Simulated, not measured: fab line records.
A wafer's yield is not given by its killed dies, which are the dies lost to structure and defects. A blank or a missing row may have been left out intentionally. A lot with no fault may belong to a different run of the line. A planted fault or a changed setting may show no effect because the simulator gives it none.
Which tool did it?    flow nand-harc    11 lots with 33 wafers sampled at 6 steps, on a route of 1159 steps

== WHAT THE GAUGES SHOWED, per wafer ==
NHARC_A_ONON_D1_THK_MEAS_34: measures by ellipsometry.
lot   measured      on             thk-nm (nm)
L525  day 8 03:05   film-metro-01  196.5 198.9 201.3
L526  day 8 13:20   film-metro-01  195.1 205.2 202.5
L529  day 9 00:23   film-metro-01  200.1 200.0 202.5
L532  day 9 17:42   film-metro-01  194.2 196.5 197.4
L533  day 10 00:31  film-metro-01  195.0 196.5 203.3
L538  day 11 03:43  film-metro-01  200.4 194.8 202.4
L542  day 12 11:22  film-metro-02  198.3 195.0 200.3
L540  day 12 11:39  film-metro-01  202.6 198.8 200.4
L545  day 12 19:30  film-metro-02  201.7 202.7 200.0
L547  day 13 09:37  film-metro-02  196.9 198.9 201.8
L548  day 13 20:25  film-metro-02  200.3 200.9 198.7

NHARC_A_CHANNEL_HOLE_D1_INSPECT_40.
lot   measured      on                 raw-defect-count
L525  day 8 13:28   defect-inspect-01  43 48 37
L526  day 9 01:07   defect-inspect-01  50 41 45
L529  day 9 10:09   defect-inspect-02  30 57 34
L532  day 10 03:56  defect-inspect-01  96 99 91
L533  day 10 12:11  defect-inspect-02  49 49 38
L538  day 11 14:25  defect-inspect-01  48 37 42
L542  day 12 21:14  defect-inspect-02  744 748 739 742 743 729
L540  day 13 01:25  defect-inspect-01  780 753 724 770 764 715
L545  day 13 09:34  defect-inspect-02  766 793 772 764 809 780
L547  day 13 23:07  defect-inspect-01  56 55 62
L548  day 14 09:36  defect-inspect-01  62 69 63

NHARC_END_SORT_01.
lot   measured      on         killed-at-array  killed-at-other  killed-at-periphery  killed-dies  killed-open  killed-short
L540  day 24 03:52  prober-01  57 69 58         0 0 0            5 7 4                62 76 62     8 6 5        1 3 3
L545  day 24 23:42  prober-01  81 114 89        0 1 2            2 2 9                83 117 100   0 2 5        2 2 1

== WHAT TOOL EACH LOT RAN ON (gives the tool, then ch and the chambers of the sampled wafers, and finally the start) ==
lot   NHARC_A_CHANNEL_HOLE_D1_ETCH_38     NHARC_A_CHANNEL_HOLE_D1_ETCH_19   NHARC_A_CHANNEL_HOLE_D1_ETCH_20
L525  rie-diel-12 ch 0,3, day 8 06:39     har-etch-02 ch 0,1, day 8 07:47   har-etch-02 ch 0,1, day 8 07:58
L526  rie-diel-04 ch 0,1, day 8 18:11     har-etch-02 ch 0,1, day 8 19:17   har-etch-02 ch 0,1, day 8 19:23
L529  rie-diel-08 ch 1,2,3, day 9 03:23   har-etch-02 ch 0,1, day 9 04:28   har-etch-02 ch 0,1, day 9 04:34
L532  rie-diel-08 ch 0,1,3, day 9 21:07   har-etch-01 ch 0,1, day 9 22:12   har-etch-01 ch 0,1, day 9 22:19
L533  rie-diel-08 ch 1,2,3, day 10 04:33  har-etch-02 ch 0,1, day 10 06:20  har-etch-02 ch 0,1, day 10 06:26
L538  rie-diel-12 ch 0,2, day 11 07:28    har-etch-02 ch 0,1, day 11 08:34  har-etch-02 ch 0,1, day 11 08:40
L542  rie-diel-08 ch 0,1, day 12 14:25    har-etch-02 ch 1, day 12 15:31    har-etch-02 ch 1, day 12 15:37
L540  rie-diel-08 ch 2,3, day 12 15:35    har-etch-02 ch 0,1, day 12 19:44  har-etch-02 ch 0,1, day 12 19:55
L545  rie-diel-08 ch 1,2,3, day 13 00:44  har-etch-01 ch 0,1, day 13 03:49  har-etch-01 ch 0,1, day 13 03:56
L547  rie-diel-12 ch 1,2,3, day 13 16:17  har-etch-02 ch 0,1, day 13 17:23  har-etch-02 ch 0,1, day 13 17:31
L548  rie-diel-04 ch 0,1, day 14 01:25    har-etch-02 ch 0,1, day 14 03:56  har-etch-02 ch 0,1, day 14 04:07
- NHARC_A_CHANNEL_HOLE_D1_ETCH_38: etches the open film in CF4, target depth 39 nm, time 65 s.
- NHARC_A_CHANNEL_HOLE_D1_ETCH_19: etches the open film in C4F8/O2/Ar, time 34.5 s.
- NHARC_A_CHANNEL_HOLE_D1_ETCH_20: etches the open film in C4F8/O2/Ar, time 361.9 s, target depth 1600 nm.

== WHAT THE TOOLS THEMSELVES READ (means of the sampled wafers that have a number; where no wafer has one, the mark that the record gives instead) ==
NHARC_A_CHANNEL_HOLE_D1_ETCH_38.
lot   tool         cf4-flow-sccm (sccm)  drypump-motor-current-A (A)  oes-product-au (a.u.)  rf-fwd-power-W (W)  rf-vpp-V (V)  showerhead-plenum-p-Torr (Torr)  throttle-valve-pct (%)
L525  rie-diel-12  149.9                 5.7                          1.011                  297.5               150.6         1.71                             13.294
L526  rie-diel-04  149.7                 5.3                          1.000                  295.3               151.9         1.84                             13.283
L529  rie-diel-08  150.1                 5.6                          0.996                  297.7               151.2         1.79                             13.294
L532  rie-diel-08  149.7                 5.7                          0.995                  297.5               151.1         1.85                             13.278
L533  rie-diel-08  150.4                 5.6                          0.998                  297.3               151.4         1.78                             13.283
L538  rie-diel-12  149.9                 5.7                          0.991                  297.5               150.2         1.74                             13.281
L542  rie-diel-08  150.3                 5.6                          1.004                  297.9               152.1         1.86                             13.282
L540  rie-diel-08  149.8                 5.5                          1.005                  297.5               151.8         1.76                             13.283
L545  rie-diel-08  149.6                 5.6                          1.001                  296.0               151.7         1.78                             13.285
L547  rie-diel-12  150.2                 5.4                          0.990                  298.0               151.4         1.80                             13.279
L548  rie-diel-04  150.1                 5.6                          0.998                  297.8               151.6         1.81                             13.283

NHARC_A_CHANNEL_HOLE_D1_ETCH_19.
lot   tool         drypump-motor-current-A (A)  rf-fwd-power-W (W)  showerhead-plenum-p-Torr (Torr)  throttle-valve-pct (%)
L525  har-etch-02  6.4                          2456                3.70                             37.034
L526  har-etch-02  6.4                          2462                3.69                             37.035
L529  har-etch-02  6.4                          2448                3.69                             37.041
L532  har-etch-01  5.9                          2460                3.84                             37.036
L533  har-etch-02  6.4                          2452                3.68                             37.035
L538  har-etch-02  6.3                          2457                3.72                             37.032
L542  har-etch-02  6.1                          2454                3.75                             37.040
L540  har-etch-02  6.3                          2457                3.71                             37.046
L545  har-etch-01  5.5                          2445                3.78                             37.037
L547  har-etch-02  6.2                          2463                3.70                             37.034
L548  har-etch-02  6.3                          2453                3.70                             37.041

NHARC_A_CHANNEL_HOLE_D1_ETCH_20.
lot   tool         drypump-motor-current-A (A)  showerhead-plenum-p-Torr (Torr)  throttle-valve-pct (%)
L525  har-etch-02  6.4                          3.66                             32.150
L526  har-etch-02  6.4                          3.65                             32.161
L529  har-etch-02  6.4                          3.65                             32.158
L532  har-etch-01  5.8                          3.79                             32.163
L533  har-etch-02  6.4                          3.64                             32.160
L538  har-etch-02  6.2                          3.67                             32.155
L542  har-etch-02  6.2                          3.71                             32.158
L540  har-etch-02  6.3                          3.67                             32.143
L545  har-etch-01  5.5                          3.74                             32.156
L547  har-etch-02  6.2                          3.66                             32.152
L548  har-etch-02  6.2                          3.65                             32.156

== THE ANSWER, worked out from the rows above alone ==
Rule: the lots themselves supply what counts as usual. Put in order of their means at a reading, lots are off if they are a third of the lots or fewer, leave a main group of 4 or more, and stand apart from it by a gap of 3 or more times the standard deviation of the main group's means; of several such gaps the widest counts. Not used: any main group whose means are identical at the precision the tables above print for the reading. Also off: a lot with no number at a reading for which 4 or more lots have one. The other lots that the step has rows for count as sound. After the gauges, taken in route order, come the tools' own readings; for these a lot's mean is taken, as printed above. The first step at which some lot is off is used, and at that step the reading that is off furthest; a lot without a number counts as furthest.
Off at NHARC_A_CHANNEL_HOLE_D1_INSPECT_40 (raw-defect-count): L542, L540, L545. The main group has a mean of 54 with a standard deviation of 17.
A tool fits if, at a process step before that reading, it ran every lot that is off, and no sound lot after the first of them. Gauges at NHARC_A_CHANNEL_HOLE_D1_INSPECT_40: tried the same way as those tools. One fits: rie-diel-08 at NHARC_A_CHANNEL_HOLE_D1_ETCH_38. A fault onset in the window from L533 (day 10 04:33, its last sound lot) to L542 (day 12 14:25, its first lot off) fits.

== WHAT HAD BEEN PUT IN BY THE SIMULATOR ==
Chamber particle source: rie-diel-08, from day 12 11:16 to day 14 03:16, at NHARC_A_CHANNEL_HOLE_D1_ETCH_38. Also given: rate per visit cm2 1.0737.
Struck lots among those shown: L542, L540, L545. The rule above reached the same finding.
